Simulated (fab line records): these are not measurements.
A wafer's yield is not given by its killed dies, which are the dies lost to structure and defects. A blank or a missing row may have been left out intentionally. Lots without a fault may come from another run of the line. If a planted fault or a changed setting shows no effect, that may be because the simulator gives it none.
Which tool is to blame? | flow nand_harc | 37 wafers from 13 lots sampled at 5 of the route's 1302 steps

WHAT EACH GAUGE READ, for each wafer
NHARC_END_SORT_01.
lot  | measured     | on        | killed_at_array | killed_at_other | killed_at_periphery | killed_dies | killed_open | killed_short
L764 | day 26 11:51 | prober-01 | 60 71 74        | 0 0 0           | 4 3 2               | 64 74 76    | 3 6 4       | 2 1 5
L765 | day 26 09:25 | prober-02 | 34 22 23        | 1 3 1           | 14 4 10             | 49 29 34    | 4 2 4       | 8 3 4
L774 | day 30 12:55 | prober-01 | 64 76           | 0 3             | 3 2                 | 67 81       | 0 5         | 0 2
L775 | day 30 19:56 | prober-01 | 57 48           | 2 0             | 1 2                 | 60 50       | 4 7         | 2 1

WHAT TOOL EACH LOT RAN ON (gives the tool, then ch and the chambers of the sampled wafers, and finally the start)
lot  | NHARC_A_CHANNEL_HOLE_D1_ETCH_19  | NHARC_A_CHANNEL_HOLE_D1_ETCH_26  | NHARC_A_CHANNEL_FILL_D1_ALD_03                 | NHARC_A_CHANNEL_FILL_D1_ALD_16
L760 | har_etch-01 ch 0,1, day 8 18:53  | har_etch-01 ch 0,1, day 8 22:41  | ald_sin_batch-03 ch 0, day 9 12:56 or earlier  | ald_hk-04 ch 0,3, day 9 12:56
L762 | har_etch-02 ch 0,1, day 9 08:19  | har_etch-02 ch 0,1, day 9 12:05  | ald_sin_batch-03 ch 0, day 10 02:34 or earlier | ald_hk-01 ch 1,2,3, day 10 02:34
L764 | har_etch-01 ch 0,1, day 10 08:23 | har_etch-01 ch 0,1, day 10 12:10 | ald_sin_batch-02 ch 0, day 11 02:30 or earlier | ald_hk-01 ch 0,2,3, day 11 02:30
L765 | har_etch-01 ch 0,1, day 10 14:40 | har_etch-01 ch 0,1, day 10 18:26 | ald_sin_batch-01 ch 0, day 11 11:05 or earlier | ald_hk-03 ch 0,2,3, day 11 11:05
L766 | har_etch-01 ch 0,1, day 10 23:14 | har_etch-01 ch 0,1, day 11 03:01 | ald_sin_batch-03 ch 0, day 11 18:20 or earlier | ald_hk-01 ch 0,1,2, day 11 18:20
L767 | har_etch-01 ch 0,1, day 11 19:46 | har_etch-01 ch 0,1, day 11 23:32 | ald_sin_batch-03 ch 0, day 12 14:11 or earlier | ald_hk-03 ch 0,3, day 12 14:11
L768 | har_etch-02 ch 0, day 12 02:59   | har_etch-02 ch 0, day 12 06:46   | ald_sin_batch-03 ch 0, day 12 21:01 or earlier | ald_hk-04 ch 0,1, day 12 21:01
L769 | har_etch-01 ch 0,1, day 12 15:33 | har_etch-01 ch 0,1, day 12 19:22 | ald_sin_batch-03 ch 0, day 13 11:00 or earlier | ald_hk-01 ch 0,2,3, day 13 11:00
L774 | har_etch-02 ch 1, day 14 18:20   | har_etch-02 ch 1, day 14 22:11   | ald_sin_batch-03 ch 0, day 15 12:41 or earlier | ald_hk-04 ch 2,3, day 15 12:41
L775 | har_etch-01 ch 0,1, day 14 21:40 | har_etch-01 ch 0,1, day 15 01:28 | ald_sin_batch-01 ch 0, day 15 16:04 or earlier | ald_hk-04 ch 3, day 15 16:04
L781 | har_etch-02 ch 0,1, day 17 12:23 | har_etch-02 ch 0,1, day 17 16:13 | ald_sin_batch-01 ch 0, day 18 06:56 or earlier | ald_hk-04 ch 0,1,2, day 18 06:56
L782 | har_etch-01 ch 0,1, day 17 19:35 | har_etch-01 ch 0,1, day 17 23:23 | ald_sin_batch-01 ch 0, day 18 13:47 or earlier | ald_hk-01 ch 0,1,3, day 18 13:47
L783 | har_etch-02 ch 0, day 18 08:28   | har_etch-02 ch 0, day 18 12:14   | ald_sin_batch-01 ch 0, day 19 03:11 or earlier | ald_hk-01 ch 0,1,3, day 19 03:11
- NHARC_A_CHANNEL_HOLE_D1_ETCH_19: etches the open film in C4F8/O2/Ar, time 34.5 s.
- NHARC_A_CHANNEL_HOLE_D1_ETCH_26: etches the open film in C4F8/O2/Ar, time 224.1 s, target depth 300 nm.
- NHARC_A_CHANNEL_FILL_D1_ALD_03: deposits SiNx, target thk 6 nm, pulse time 60 s, ald cycles 58.
- NHARC_A_CHANNEL_FILL_D1_ALD_16: deposits SiO2, target thk 1.5 nm, pulse time 10 s, ald cycles 15.

WHAT THE TOOLS THEMSELVES READ (means of the sampled wafers that have a number; where no wafer has one, the mark that the record gives instead)
NHARC_A_CHANNEL_HOLE_D1_ETCH_19.
lot  | tool        | drypump_motor_current_A (A) | showerhead_plenum_p_Torr (Torr) | throttle_valve_pct (%)
L760 | har_etch-01 | 5.1                         | 3.78                            | 37.035
L762 | har_etch-02 | 4.8                         | 3.75                            | 37.039
L764 | har_etch-01 | 5.1                         | 3.76                            | 37.041
L765 | har_etch-01 | 5.5                         | 3.76                            | 37.037
L766 | har_etch-01 | 5.5                         | 3.76                            | 37.046
L767 | har_etch-01 | 5.1                         | 3.75                            | 37.036
L768 | har_etch-02 | 4.7                         | 3.70                            | 37.033
L769 | har_etch-01 | 5.5                         | 3.75                            | 37.033
L774 | har_etch-02 | 5.1                         | 3.77                            | 37.027
L775 | har_etch-01 | 5.3                         | 3.73                            | 37.045
L781 | har_etch-02 | 4.8                         | 3.69                            | 37.032
L782 | har_etch-01 | 5.1                         | 3.70                            | 37.035
L783 | har_etch-02 | 4.7                         | 3.65                            | 37.041

NHARC_A_CHANNEL_HOLE_D1_ETCH_26.
lot  | tool        | drypump_motor_current_A (A) | showerhead_plenum_p_Torr (Torr) | throttle_valve_pct (%)
L760 | har_etch-01 | 5.1                         | 3.78                            | 24.585
L762 | har_etch-02 | 4.8                         | 3.75                            | 24.575
L764 | har_etch-01 | 5.2                         | 3.77                            | 24.586
L765 | har_etch-01 | 5.5                         | 3.76                            | 24.585
L766 | har_etch-01 | 5.5                         | 3.76                            | 24.580
L767 | har_etch-01 | 5.2                         | 3.75                            | 24.588
L768 | har_etch-02 | 4.7                         | 3.70                            | 24.581
L769 | har_etch-01 | 5.6                         | 3.75                            | 24.590
L774 | har_etch-02 | 5.1                         | 3.77                            | 24.588
L775 | har_etch-01 | 5.3                         | 3.73                            | 24.588
L781 | har_etch-02 | 4.8                         | 3.69                            | 24.583
L782 | har_etch-01 | 5.1                         | 3.70                            | 24.587
L783 | har_etch-02 | 4.7                         | 3.65                            | 24.588

NHARC_A_CHANNEL_FILL_D1_ALD_03.
lot  | tool             | chamber_pressure_Torr (Torr) | precursor_pulse_height_rel
L760 | ald_sin_batch-03 | 1.993                        | 1.009
L762 | ald_sin_batch-03 | 1.999                        | 1.009
L764 | ald_sin_batch-02 | 2.005                        | 1.020
L765 | ald_sin_batch-01 | 1.994                        | 1.005
L766 | ald_sin_batch-03 | 1.999                        | 1.001
L767 | ald_sin_batch-03 | 2.003                        | 0.996
L768 | ald_sin_batch-03 | 1.999                        | 1.008
L769 | ald_sin_batch-03 | 2.000                        | 0.999
L774 | ald_sin_batch-03 | 1.999                        | 0.999
L775 | ald_sin_batch-01 | 1.997                        | 1.014
L781 | ald_sin_batch-01 | 2.007                        | 1.000
L782 | ald_sin_batch-01 | 1.993                        | 1.012
L783 | ald_sin_batch-01 | 2.000                        | 0.990

NHARC_A_CHANNEL_FILL_D1_ALD_16.
lot  | tool      | heater_power_w (W) | precursor_pulse_height_rel
L760 | ald_hk-04 | 488                | 1.014
L762 | ald_hk-01 | 483                | 1.002
L764 | ald_hk-01 | 437                | 0.997
L765 | ald_hk-03 | 501                | 0.997
L766 | ald_hk-01 | 488                | 0.991
L767 | ald_hk-03 | 557                | 1.014
L768 | ald_hk-04 | 493                | 1.006
L769 | ald_hk-01 | 439                | 1.001
L774 | ald_hk-04 | 470                | 1.019
L775 | ald_hk-04 | 455                | 1.015
L781 | ald_hk-04 | 500                | 1.001
L782 | ald_hk-01 | 447                | 0.982
L783 | ald_hk-01 | 447                | 1.002

THE ANSWER, worked out from the rows above alone
Rule: the lots themselves supply what counts as usual. The widest of any qualifying gaps counts: lots, ordered by their means at a reading, are off when they make up no more than a third of the lots, leave a main group of 4 or more, and stand apart from it by 3 or more times the standard deviation of that group's means. Not used: any main group whose means are identical at the precision the tables above print for the reading. A lot without any number at a reading at which 4 lots or more have one is off too. Any other lot the step has rows for is counted as sound. After the gauges, taken in route order, come the tools' own readings; for these a lot's mean is taken, as printed above. At the first step where some lot is off, the reading lying furthest off is the one used; lots without a number count as furthest.
Across all readings shown, no lot is off: no conclusion can be drawn from this.

WHAT WAS PUT IN BY THE SIMULATOR
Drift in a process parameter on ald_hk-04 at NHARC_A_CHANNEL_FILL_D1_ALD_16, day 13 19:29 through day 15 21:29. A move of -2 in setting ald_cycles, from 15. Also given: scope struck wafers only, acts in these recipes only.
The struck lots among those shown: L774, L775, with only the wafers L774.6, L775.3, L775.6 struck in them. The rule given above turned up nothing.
